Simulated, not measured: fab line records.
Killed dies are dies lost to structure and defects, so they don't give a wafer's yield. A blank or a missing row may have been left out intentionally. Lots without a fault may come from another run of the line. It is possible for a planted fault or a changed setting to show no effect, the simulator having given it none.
fab line records | flow n5Finfet | part 1 of 2: steps 1 to 25 of 32
[record] lots = 5 wafers = 15 lastDay = 18
route steps=1938 shown BEOL_M0@745 BEOL_M1@751
lots that met no fault: taken from a fault-free run of the same line
startH: the number of hours between the record's first day and the start of the first shown wafer of the lot | waitH: time in hours since the lot's previous step | " identical to the entry in the row above | L1.1+2: one row covering several wafers at once | - no value, or no start was given | * or withheld: withheld | < > ~ a bound
route shown NAME@n: names a module that has steps shown in the file, with the first one's number in the route | usual: average and standard deviation across the fault-free wafers | same: alike in all rows | chamber/n: place in a boat | sites: per-site readings | _std_site: their standard deviation | _edge_site: inner sites' mean taken away from outer sites' mean | radiusMm: for every site, how far away it sits from the centre of the wafer | mask NAME#n: copy n | behind: the most recent tool/chamber to have shaped the wafer | hold: the reason the lot was held/the length of the hold in hours/how it ended | device: the transistor (n, p or np) that didn't switch | end of line: the same wafers' tests at the end of the route | where a step has no rows: the recipe by itself | killed: at the first sort, the dies lost to defects and structure; wafer yield is something else | map: a wafer's dies, x killed, . not, _ none there
set.NAME: setting as actually run; set.NAME@STEP: the setting as run at that earlier step | model.NAME: the simulator's own value behind a step, which no gauge read
lots at some steps of the route; a table a step, a row a wafer
services: when a tool's chamber went out of use (startH, in hours from the record's first day, below 0 if earlier), for how many hours, and the reason
[[steps]]
[step N5_BEOL_M0_PRE_CLEAN_131]
[recipe] gas = NH3/H2 timeS = 15 tempC = * rfPowerW = 300
[usual] heaterPowerW = 83/7.3
// columns lot.wafer tool chamber startH waitH heaterPowerW
L078.2 cvdCo-02 1 163.61 0.3 87
L078.3 " 0 " " 76
L078.6 " 1 " " 90
L085.1 cvdCo-02 1 189.90 0.0 89
L085.4 " 1 " " 93
L085.6 " 0 " " 74
L086.1 cvdCo-01 0 200.04 0.0 93
L086.4 " 1 " " 85
L086.5 " 0 " " 91
L090.3 cvdCo-02 0 219.64 0.0 74
L090.4 " 2 " " 86
L090.5 " 1 " " 89
L097.1 cvdCo-01 0 266.10 0.0 93
L097.4 " 1 " " 85
L097.5 " 0 " " 94
[step N5_BEOL_M0_CO_CAP_123]
[recipe] material = Co targetThkA = 20 tempC = 200 precursor = CCTBA/H2 pressureTorr = 30 timeS = 102.1
[usual] heaterPowerW = 234/9.6
// columns lot.wafer tool chamber startH waitH heaterPowerW
L078.2 cvdCo-02 1 163.65 0.0 246
L078.3 " 0 " " 218
L078.6 " 1 " " 243
L085.1 cvdCo-02 1 189.94 0.0 244
L085.4 " 1 " " 241
L085.6 " 0 " " 224
L086.1 cvdCo-01 0 200.08 0.0 246
L086.4 " 1 " " 240
L086.5 " 0 " " 249
L090.3 cvdCo-02 0 219.68 0.0 223
L090.4 " 2 " " 231
L090.5 " 1 " " 237
L097.1 cvdCo-01 0 266.14 0.0 252
L097.4 " 1 " " 234
L097.5 " 0 " " 248
[step N5_BEOL_M0_PRE_CLEAN_124]
[recipe] gas = NH3 timeS = 15 tempC = withheld rfPowerW = 300
// columns lot.wafer tool chamber startH waitH
L078.2+3+6 pecvd-01 0,2,1 163.74 0.1
L085.1+4+6 pecvd-04 0,0,1 190.03 0.1
L086.1+4+5 pecvd-01 1,0,2 200.17 0.1
L090.3+4+5 pecvd-01 0,1,0 219.78 0.1
L097.1+4+5 pecvd-03 1,2,1 266.23 0.1
[step N5_BEOL_M0_DEP_125]
[recipe] material = SiCN targetThkA = 80 tempC = withheld precursor = 3MS/NH3 pressureTorr = 3 rfW = 202 timeS = 14
[usual] showerheadPlenumPTorr = 3.659/0.018 throttleValvePct = 9.0/0.37
// columns lot.wafer tool chamber startH waitH showerheadPlenumPTorr throttleValvePct
L078.2 pecvd-01 0 163.76 0.0 3.638 8.8
L078.3 " 2 " " 3.645 9.6
L078.6 " 1 " " 3.656 9.4
L085.1 pecvd-04 0 190.05 0.0 3.681 9.1
L085.4 " 0 " " 3.694 8.9
L085.6 " 1 " " 3.647 8.6
L086.1 pecvd-01 1 200.20 0.0 3.657 9.6
L086.4 " 0 " " 3.642 8.8
L086.5 " 2 " " 3.650 9.6
L090.3 pecvd-01 0 219.82 0.0 3.645 9.3
L090.4 " 1 " " 3.658 9.4
L090.5 " 0 " " 3.633 9.2
L097.1 pecvd-03 1 266.26 0.0 3.663 9.2
L097.4 " 2 " " 3.677 8.5
L097.5 " 1 " " 3.674 9.5
[step N5_BEOL_M0_RS_MEAS_126]
[recipe] thkMeasGauge = four-point-probe reads = Co_of_BEOL_M0_CO_CAP_123+Cu_of_BEOL_M0_ECD_118+Co_of_BEOL_M0_CVD_115+TaN_of_BEOL_M0_ALD_136
[usual] M0_RS = 0.532/0.017
// columns lot.wafer tool chamber startH waitH M0_RS[ohm/sq]
L078.2 filmMetro-01 - 163.83 0.1 0.548
L078.3 " - " " 0.545
L078.6 " - " " 0.542
L085.1 filmMetro-01 - 190.12 0.0 0.519
L085.4 " - " " 0.517
L085.6 " - " " 0.509
L086.1 filmMetro-02 - 200.26 0.0 0.523
L086.4 " - " " 0.543
L086.5 " - " " 0.537
L090.3 filmMetro-01 - 219.89 0.1 0.538
L090.4 " - " " 0.535
L090.5 " - " " 0.537
L097.1 filmMetro-02 - 266.33 0.0 0.522
L097.4 " - " " 0.529
L097.5 " - " " 0.517
[step N5_BEOL_M0_INSPECT_127]
[recipe] inspectInstrument = darkfield mode = postDep
[usual] rawDefectCount = 73/27
// columns lot.wafer tool chamber startH waitH rawDefectCount
L078.2 defectInspect-01 - 163.86 0.0 58
L078.3 " - " " 55
L078.6 " - " " 70
L085.1 defectInspect-01 - 190.15 0.0 100
L085.4 " - " " 137
L085.6 " - " " 91
L086.1 defectInspect-01 - 200.29 0.0 96
L086.4 " - " " 34
L086.5 " - " " 31
L090.3 defectInspect-02 - 219.92 0.0 48
L090.4 " - " " 51
L090.5 " - " " 77
L097.1 defectInspect-01 - 266.35 0.0 40
L097.4 " - " " 59
L097.5 " - " " 36
[step N5_BEOL_M1_ILD_DEP_00]
[recipe] material = SiOC targetThkA = 790 tempC = 350 precursor = DEMS/O2 pressureTorr = 5 rfW = 500 timeS = 15.3
[usual] heaterPowerW = 452/55 showerheadPlenumPTorr = 5.692/0.015 throttleValvePct = 11.9/0.44
// columns lot.wafer tool chamber startH waitH heaterPowerW showerheadPlenumPTorr throttleValvePct
L078.2 pecvd-02 0 163.89 0.0 449 5.703 11.8
L078.3 " 2 " " 380 5.702 11.5
L078.6 " 1 " " 528 5.689 12.3
L085.1 pecvd-02 0 190.18 0.0 374 5.703 12.0
L085.4 " 1 " " 560 5.692 12.4
L085.6 " 0 " " 380 5.688 12.0
L086.1 pecvd-02 2 200.33 0.0 426 5.695 11.5
L086.4 " 2 " " 425 5.700 11.3
L086.5 " 1 " " 549 5.668 12.1
L090.3 pecvd-02 1 219.95 0.0 536 5.682 11.9
L090.4 " 0 " " 417 5.704 11.8
L090.5 " 2 " " 453 5.711 11.5
L097.1 pecvd-02 0 266.39 0.0 476 5.694 11.7
L097.4 " 1 " " 545 5.684 12.3
L097.5 " 0 " " 474 5.681 11.8
[step N5_BEOL_M1_THK_MEAS_01]
[recipe] reads = SiOC_of_BEOL_M1_ILD_DEP_00
[usual] M1_ILD_THK = 79.4/1.2
// columns lot.wafer tool chamber startH waitH M1_ILD_THK[nm]
L078.2 filmMetro-01 - 163.96 0.1 80.0
L078.3 " - " " 81.0
L078.6 " - " " 82.7
L085.1 filmMetro-01 - 190.25 0.0 78.1
L085.4 " - " " 80.7
L085.6 " - " " 80.2
L086.1 filmMetro-01 - 200.41 0.1 80.2
L086.4 " - " " 80.8
L086.5 " - " " 81.5
L090.3 filmMetro-01 - 220.02 0.1 79.7
L090.4 " - " " 79.5
L090.5 " - " " 80.0
L097.1 filmMetro-01 - 266.45 0.0 79.9
L097.4 " - " " 79.5
L097.5 " - " " 80.8
[step N5_BEOL_M1_PECVD_72]
[recipe] material = SiO2 targetThkA = 160 tempC = 400 precursor = TEOS/O2 pressureTorr = 5.5 rfW = 450 teosFlowSccm = 53.8 gas = O2 flowSccm = 3000 timeS = 18
[usual] heaterPowerW = 663/63 showerheadPlenumPTorr = 8.76/0.061 throttleValvePct = 22.4/0.83
// columns lot.wafer tool chamber startH waitH heaterPowerW showerheadPlenumPTorr throttleValvePct
L078.2 pecvd-03 2 164.00 0.0 636 8.87 21.1
L078.3 " 0 " " 641 8.69 21.6
L078.6 " 2 " " 649 8.86 21.3
L085.1 pecvd-03 1 190.29 0.0 663 8.79 23.3
L085.4 " 0 " " 643 8.71 21.9
L085.6 " 1 " " 654 8.81 23.2
L086.1 pecvd-01 1 200.44 0.0 616 8.76 23.3
L086.4 " 2 " " 682 8.71 23.8
L086.5 " 0 " " 648 8.65 22.2
L090.3 pecvd-01 1 220.08 0.1 593 8.74 23.2
L090.4 " 0 " " 584 8.64 22.2
L090.5 " 0 " " 573 8.65 22.1
L097.1 pecvd-03 0 266.49 0.0 667 8.70 21.8
L097.4 " 2 " " 528 8.86 20.9
L097.5 " 0 " " 679 8.72 22.0
[step N5_BEOL_M1_HM_DEP_02]
[recipe] material = TiN targetThkA = 200 tempC = 25 chamberPressurePa = 0.49996
[usual] substrateTempC = 25.00/0.11 throttleValvePct = 30.2/1.6
// columns lot.wafer tool chamber startH waitH substrateTempC throttleValvePct
L078.2 pvdSputter-03 - 165.12 1.1 25.02 33.5
L078.3 " - " " 24.90 29.4
L078.6 " - " " 25.17 33.8
L085.1 pvdSputter-02 - 192.47 2.2 25.03 29.8
L085.4 " - " " 25.00 29.6
L085.6 " - " " 24.96 29.8
L086.1 pvdSputter-02 - 201.02 0.6 24.94 31.5
L086.4 " - " " 24.94 29.6
L086.5 " - " " 24.80 29.6
L090.3 pvdSputter-01 - 221.04 1.0 24.91 31.0
L090.4 " - " " 25.10 30.5
L090.5 " - " " 25.15 30.6
L097.1 pvdSputter-01 - 267.62 1.1 25.04 31.0
L097.4 " - " " 24.99 29.0
L097.5 " - " " 24.91 29.0
[step N5_BEOL_M1_COAT_61]
[recipe] resist = SOC tempC = 250 timeS = 60 spinRpm = 1500 resistThkNm = 60
// columns lot.wafer tool chamber startH waitH
L078.2+3+6 lithoTrack-03 0 165.24 0.1
L085.1+4+6 lithoTrack-02 0 192.60 0.1
L086.1+4+5 lithoTrack-03 0 201.14 0.1
L090.3+4+5 lithoTrack-02 0 221.17 0.1
L097.1+4+5 lithoTrack-04 0 267.75 0.1
[step N5_BEOL_M1_COAT_62]
[recipe] resist = SiARC tempC = 220 timeS = 60 spinRpm = 1500 resistThkNm = 12
// columns lot.wafer tool chamber startH waitH
L078.2+3+6 lithoTrack-03 0 - -
L085.1+4+6 lithoTrack-02 0 - -
L086.1+4+5 lithoTrack-03 0 - -
L090.3+4+5 lithoTrack-02 0 - -
L097.1+4+5 lithoTrack-04 0 - -
[step N5_BEOL_M1_COAT_73]
[recipe] resist = underlayer tempC = 205 timeS = 60 spinRpm = 1500 resistThkNm = 5
// columns lot.wafer tool chamber startH waitH
L078.2+3+6 lithoTrack-03 0 - -
L085.1+4+6 lithoTrack-02 0 - -
L086.1+4+5 lithoTrack-03 0 - -
L090.3+4+5 lithoTrack-02 0 - -
L097.1+4+5 lithoTrack-04 0 - -
[step N5_BEOL_M1_COAT_05]
[recipe] resist = CAR-EUV spinRpm = 1500 resistThkNm = 30
// columns lot.wafer tool chamber startH waitH
L078.2+3+6 lithoTrack-03 0 - -
L085.1+4+6 lithoTrack-02 0 - -
L086.1+4+5 lithoTrack-03 0 - -
L090.3+4+5 lithoTrack-02 0 - -
L097.1+4+5 lithoTrack-04 0 - -
[step N5_BEOL_M1_EBR_07]
[recipe] solvent = PGMEA ebrWidthMm = 1.5
// columns lot.wafer tool chamber startH waitH
L078.2+3+6 lithoTrack-03 0 - -
L085.1+4+6 lithoTrack-02 0 - -
L086.1+4+5 lithoTrack-03 0 - -
L090.3+4+5 lithoTrack-02 0 - -
L097.1+4+5 lithoTrack-04 0 - -
[step N5_BEOL_M1_SOFTBAKE_06]
[recipe] tempC = 110 timeS = 60 resist = CAR-EUV
// columns lot.wafer tool chamber startH waitH
L078.2+3+6 lithoTrack-03 0 - -
L085.1+4+6 lithoTrack-02 0 - -
L086.1+4+5 lithoTrack-03 0 - -
L090.3+4+5 lithoTrack-02 0 - -
L097.1+4+5 lithoTrack-04 0 - -
[step N5_BEOL_M1_EXPOSE_08]
[recipe] maskId = M1 na = 0.33 sourceShape = dipole sigmaInner = 0.369 sigmaOuter = 0.767 polarization = unpolarized doseMj = 33
[usual] stageMsdNm = 0.84/0.035
[same] sigmaOuter = 0.767
// columns lot.wafer tool chamber startH waitH mask stageMsdNm
L078.2 euvScanner-01 0 165.51 - M1#0 0.81
L078.3 " 0 " " M1#0 0.81
L078.6 " 0 " " M1#0 0.81
L085.1 euvScanner-01 0 192.73 - M1#0 0.81
L085.4 " 0 " " M1#0 0.81
L085.6 " 0 " " M1#0 0.80
L086.1 euvScanner-01 0 201.28 - M1#0 0.81
L086.4 " 0 " " M1#0 0.81
L086.5 " 0 " " M1#0 0.80
L090.3 euvScanner-01 0 221.45 - M1#0 0.81
L090.4 " 0 " " M1#0 0.81
L090.5 " 0 " " M1#0 0.80
L097.1 euvScanner-02 0 267.89 - M1#0 0.87
L097.4 " 0 " " M1#0 0.87
L097.5 " 0 " " M1#0 0.87
[step N5_BEOL_M1_PEB_09]
[recipe] pebTempC = 100 pebTimeS = 60 resist = CAR-EUV
// columns lot.wafer tool chamber startH waitH
L078.2+3+6 lithoTrack-03 0 165.57 0.0
L085.1+4+6 lithoTrack-04 0 192.79 0.1
L086.1+4+5 lithoTrack-04 0 201.34 0.1
L090.3+4+5 lithoTrack-04 0 221.49 0.0
L097.1+4+5 lithoTrack-04 0 267.95 0.1
[step N5_BEOL_M1_DEVELOP_10]
[recipe] developTimeS = 30 developer = TMAH resist = CAR-EUV rinseLiquid = surfactantRinse dry = airSpin devTempC = 23
// columns lot.wafer tool chamber startH waitH
L078.2+3+6 lithoTrack-03 0 - -
L085.1+4+6 lithoTrack-04 0 - -
L086.1+4+5 lithoTrack-04 0 - -
L090.3+4+5 lithoTrack-04 0 - -
L097.1+4+5 lithoTrack-04 0 - -
[step N5_BEOL_M1_CD_MEAS_11]
[recipe] targetCdNm = 17.05 landingEnergyEv = 500 detector = seInlens polarity = opening
[usual] cdNm = 17.11/0.22
// columns lot.wafer tool chamber startH waitH cdNm
L078.2 cdSem-01 0 165.63 - 17.53
L078.3 " 0 " " 17.39
L078.6 " 0 " " 16.99
L085.1 cdSem-01 0 192.86 - 17.36
L085.4 " 0 " " 16.82
L085.6 " 0 " " 17.04
L086.1 cdSem-03 0 201.41 - 17.23
L086.4 " 0 " " 17.35
L086.5 " 0 " " 17.35
L090.3 cdSem-01 0 221.56 - 17.43
L090.4 " 0 " " 16.82
L090.5 " 0 " " 16.77
L097.1 cdSem-03 0 268.01 - 17.38
L097.4 " 0 " " 16.77
L097.5 " 0 " " 16.92
[step N5_BEOL_M1_OVL_MEAS_12]
[recipe] pointsPerWafer = 522
[usual] M1_OVL = 0.4/0.66
// columns lot.wafer tool chamber startH waitH M1_OVL[nm]
L078.2 overlay-01 0 165.67 0.0 1.0
L078.3 " 0 " " 0.2
L078.6 " 0 " " 1.2
L085.1 overlay-01 0 192.89 0.0 0.9
L085.4 " 0 " " 1.3
L085.6 " 0 " " 0.1
L086.1 overlay-01 0 201.44 0.0 0.0
L086.4 " 0 " " 0.3
L086.5 " 0 " " 0.2
L090.3 overlay-01 0 221.60 0.0 0.7
L090.4 " 0 " " -0.2
L090.5 " 0 " " -0.1
L097.1 overlay-01 0 268.04 0.0 0.7
L097.4 " 0 " " 0.8
L097.5 " 0 " " 0.6
[step N5_BEOL_M1_INSPECT_13]
[recipe] mode = adi inspectInstrument = brightfield
[usual] rawDefectCount = 419/98
// columns lot.wafer tool chamber startH waitH rawDefectCount
L078.2 defectInspect-02 - 165.72 0.0 362
L078.3 " - " " 328
L078.6 " - " " 326
L085.1 defectInspect-02 - 192.95 0.1 454
L085.4 " - " " 471
L085.6 " - " " 470
L086.1 defectInspect-01 - 201.49 0.1 370
L086.4 " - " " 183
L086.5 " - " " 273
L090.3 defectInspect-01 - 221.65 0.0 412
L090.4 " - " " 349
L090.5 " - " " 348
L097.1 defectInspect-02 - 268.10 0.1 274
L097.4 " - " " 269
L097.5 " - " " 363
[step N5_BEOL_M1_DESCUM_16]
[recipe] chemistry = O2 timeS = 7 sourcePowerW = 50 biasPowerW = 20 pressureMtorr = 20 rfFrequencyHz = 2.712e+07 tempC = 40 resist = CAR-EUV o2FlowSccm = 225
[usual] drypumpMotorCurrentA = 5.6/0.33 oesProductAu = 0.78/0.1 rfVppV = 243.5/1.3 showerheadPlenumPTorr = 2.09/0.066 throttleValvePct = 20.35/0.23
// columns lot.wafer tool chamber startH waitH drypumpMotorCurrentA oesProductAu rfHoursCounterH rfVppV showerheadPlenumPTorr throttleValvePct
L078.2 rieDiel-05 1 166.05 0.3 5.1 0.86 37 245.4 2.14 20.24
L078.3 " 3 " " 6.3 1.00 1 245.5 2.23 20.40
L078.6 " 0 " " 5.3 0.73 - 244.0 2.06 20.20
L085.1 rieDiel-05 1 192.98 0.0 5.1 0.85 46 244.5 2.13 20.25
L085.4 " 2 " " 5.9 0.72 164 242.5 2.08 20.20
L085.6 " 2 " " 5.9 0.72 - 243.4 2.08 20.18
L086.1 rieDiel-05 3 201.53 0.0 6.3 0.94 10 245.0 2.22 20.41
L086.4 " 0 " " 5.4 0.72 180 242.8 2.06 20.21
L086.5 " 3 " " 6.3 0.93 - 246.6 2.22 20.40
L090.3 rieDiel-05 0 221.68 0.0 5.3 0.72 182 245.5 2.06 20.22
L090.4 " 2 " " 5.8 0.72 167 244.2 2.08 20.20
L090.5 " 0 " " 5.3 0.72 - 242.8 2.06 20.22
L097.1 rieDiel-04 3 268.14 0.0 5.5 0.69 241 242.5 1.98 20.79
L097.4 " 0 " " 5.7 0.70 207 243.4 2.07 20.84
L097.5 " 3 " " 5.5 0.68 - 239.9 1.98 20.78
[step N5_BEOL_M1_ETCH_74]
[recipe] chemistry = N2/H2 target = underlayer targetDepthA = 65 maskMaterial = CAR-EUV timeS = 5.2 ionEnergyEv = 200 pressureMtorr = 30 sourceW = 840 biasW = 150 n2FlowSccm = 200 h2FlowSccm = 200 ends = cleared
[usual] drypumpMotorCurrentA = 5.6/0.34 etchRfOnTimeS = 5.23/0.14 oesProductAu = 0.66/0.088 rfVppV = 524.1/2.7 showerheadPlenumPTorr = 2.55/0.085 throttleValvePct = 17.82/0.21
// columns lot.wafer tool chamber startH waitH drypumpMotorCurrentA etchRfOnTimeS oesProductAu rfHoursCounterH rfVppV showerheadPlenumPTorr throttleValvePct
L078.2 rieDiel-05 1 166.09 0.0 5.1 5.13 0.75 37 527.7 2.59 17.60
L078.3 " 3 " " 6.3 5.32 0.83 1 528.4 2.73 17.91
L078.6 " 0 " " 5.3 5.32 0.62 - 523.9 2.52 17.69
L085.1 rieDiel-05 1 193.02 0.0 5.1 5.07 0.73 46 525.6 2.58 17.61
L085.4 " 2 " " 5.9 5.11 0.63 164 523.3 2.53 17.57
L085.6 " 2 " " 5.9 5.07 0.62 - 524.4 2.53 17.56
L086.1 rieDiel-05 3 201.56 0.0 6.3 5.26 0.79 10 529.7 2.72 17.93
L086.4 " 0 " " 5.3 5.29 0.61 180 522.5 2.52 17.71
L086.5 " 3 " " 6.3 5.26 0.80 - 528.0 2.72 17.92
L090.3 rieDiel-05 0 221.72 0.0 5.3 5.26 0.61 182 522.6 2.52 17.71
L090.4 " 2 " " 5.9 5.06 0.63 167 525.2 2.52 17.59
L090.5 " 0 " " 5.3 5.30 0.61 - 523.2 2.52 17.72
L097.1 rieDiel-04 3 268.17 0.0 5.5 5.20 0.59 241 520.8 2.40 18.22
L097.4 " 0 " " 5.7 5.54 0.59 207 523.2 2.51 18.11
L097.5 " 3 " " 5.5 5.15 0.60 - 519.3 2.40 18.22
[step N5_BEOL_M1_ETCH_63]
[recipe] chemistry = CF4 target = SiARC targetDepthA = 156 maskMaterial = CAR-EUV timeS = 26 ionEnergyEv = 80 pressureMtorr = 40 sourceW = 545 biasW = 36 Ar_flow_sccm = 100 cf4FlowSccm = 100 ends = cleared
[usual] drypumpMotorCurrentA = 5.6/0.34 etchRfOnTimeS = 26.3/0.66 oesProductAu = 0.66/0.088 rfVppV = 184.1/1.2 showerheadPlenumPTorr = 2.15/0.066 throttleValvePct = 15.59/0.21
// columns lot.wafer tool chamber startH waitH drypumpMotorCurrentA etchRfOnTimeS oesProductAu rfHoursCounterH rfVppV showerheadPlenumPTorr throttleValvePct
L078.2 rieDiel-05 1 166.11 0.0 5.1 26.0 0.74 37 184.3 2.19 15.40
L078.3 " 3 " " 6.3 26.6 0.84 1 186.1 2.28 15.54
L078.6 " 0 " " 5.3 27.1 0.62 - 182.3 2.13 15.58
L085.1 rieDiel-05 1 193.03 0.0 5.1 25.5 0.73 46 184.2 2.19 15.42
L085.4 " 2 " " 5.8 25.7 0.63 164 183.2 2.13 15.43
L085.6 " 2 " " 5.8 25.6 0.63 - 184.5 2.13 15.46
L086.1 rieDiel-05 3 201.58 0.0 6.3 26.3 0.80 10 187.4 2.27 15.56
L086.4 " 0 " " 5.3 26.4 0.62 180 184.1 2.13 15.60
L086.5 " 3 " " 6.3 26.5 0.80 - 184.6 2.27 15.55
L090.3 rieDiel-05 0 221.73 0.0 5.3 27.1 0.61 182 182.2 2.13 15.59
L090.4 " 2 " " 5.9 25.9 0.63 167 183.8 2.13 15.43
L090.5 " 0 " " 5.3 27.0 0.60 - 183.4 2.13 15.61
L097.1 rieDiel-04 3 268.19 0.0 5.5 26.1 0.60 241 181.8 2.02 15.99
L097.4 " 0 " " 5.7 27.9 0.58 207 183.8 2.12 15.98
L097.5 " 3 " " 5.5 25.9 0.59 - 181.5 2.02 15.99
